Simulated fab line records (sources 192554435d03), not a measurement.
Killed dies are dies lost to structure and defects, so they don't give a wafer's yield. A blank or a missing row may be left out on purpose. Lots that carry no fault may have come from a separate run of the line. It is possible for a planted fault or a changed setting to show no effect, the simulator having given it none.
Which tool was responsible?    flow n5-finfet    14 lots, 39 wafers sampled, at 2 steps of a route of 1938

## WHAT EACH GAUGE READ, for each wafer
N5_BEOL_M9_INSPECT_58: inspects for defects (darkfield). Usual: 66 for raw-defect-count, sd 21.
lot   measured      on                 raw-defect-count  flag
L495  day 10 15:17  defect-inspect-02  93 52 87          
L498  day 11 09:43  defect-inspect-02  111 90 53         
L496  day 11 14:07  defect-inspect-01  48 61 68          
L502  day 12 14:24  defect-inspect-01  55 58 67          
L503  day 12 16:40  defect-inspect-01  60 74             
L504  day 12 23:16  defect-inspect-02  73 60 62          
L506  day 13 15:44  defect-inspect-01  56 92 67          
L513  day 14 17:42  defect-inspect-02  69 60             
L512  day 14 19:55  defect-inspect-02  80 102            
L511  day 14 20:41  defect-inspect-01  44 43 31          
L514  day 14 20:25  defect-inspect-02  39 49 48          
L516  day 15 18:37  defect-inspect-01  77 82 72          
L515  day 15 19:04  defect-inspect-01  70 66 63          
L517  day 16 04:09  defect-inspect-01  108 97 106        

## TOOL THAT RAN EACH LOT (tool first, then ch and the chambers of the sampled wafers, then the start)
lot   N5_BEOL_M9_ALD_74
L495  ald-metal-04 ch 0,1,2, day 10 13:47
L498  ald-metal-04 ch 0,1,3, day 11 07:55
L496  ald-metal-02 ch 2,3, day 11 12:31
L502  ald-metal-03 ch 1,2,3, day 12 12:49
L503  ald-metal-04 ch 0,1, day 12 13:25
L504  ald-metal-02 ch 1,2,3, day 12 20:44
L506  ald-metal-03 ch 0,3, day 13 13:53
L513  ald-metal-04 ch 2,3, day 14 15:42
L512  ald-metal-02 ch 1,3, day 14 18:25
L511  ald-metal-04 ch 0,3, day 14 18:43
L514  ald-metal-02 ch 0,2,3, day 14 18:44
L516  ald-metal-04 ch 0,2, day 15 15:47
L515  ald-metal-02 ch 0,2,3, day 15 17:14
L517  ald-metal-04 ch 1,2,3, day 16 02:38
- N5_BEOL_M9_ALD_74: deposits TaN, target thk 2 nm, pulse time 2 s, purge time 3 s.

## WHAT THE TOOLS THEMSELVES READ (means of the sampled wafers that have a number; where no wafer has one, the mark that the record gives instead)
N5_BEOL_M9_ALD_74. Usual: heater-power-w 415 W, standard deviation 53; mfc-carrier-sccm 1500 sccm, standard deviation 3.7.
lot   tool          heater-power-w (W)  mfc-carrier-sccm (sccm)  flag
L495  ald-metal-04  415                 1497                     
L498  ald-metal-04  457                 1497                     
L496  ald-metal-02  404                 1498                     
L502  ald-metal-03  365                 1502                     
L503  ald-metal-04  412                 1500                     
L504  ald-metal-02  398                 1501                     
L506  ald-metal-03  384                 1500                     
L513  ald-metal-04  476                 1499                     
L512  ald-metal-02  402                 1498                     
L511  ald-metal-04  441                 1506                     
L514  ald-metal-02  416                 1502                     
L516  ald-metal-04  419                 1498                     
L515  ald-metal-02  392                 1499                     
L517  ald-metal-04  464                 1498                     

## THE ANSWER, worked out from the rows above alone
Rule: a lot counts as off when the mean over its wafers that have a number is more than 3 standard deviations away from the usual mean. Also off: a lot with no number at a reading for which 4 or more lots have one. Any other lot the step has rows for is counted as sound. The gauges are gone through in route order, then the tools' own readings, and for those a lot's mean is taken as printed above. The first step at which some lot is off is used, and at that step the reading that is off furthest; a lot without a number counts as furthest.
Across all readings shown, no lot is off: no conclusion can be drawn from this.

## WHAT WAS PUT IN BY THE SIMULATOR
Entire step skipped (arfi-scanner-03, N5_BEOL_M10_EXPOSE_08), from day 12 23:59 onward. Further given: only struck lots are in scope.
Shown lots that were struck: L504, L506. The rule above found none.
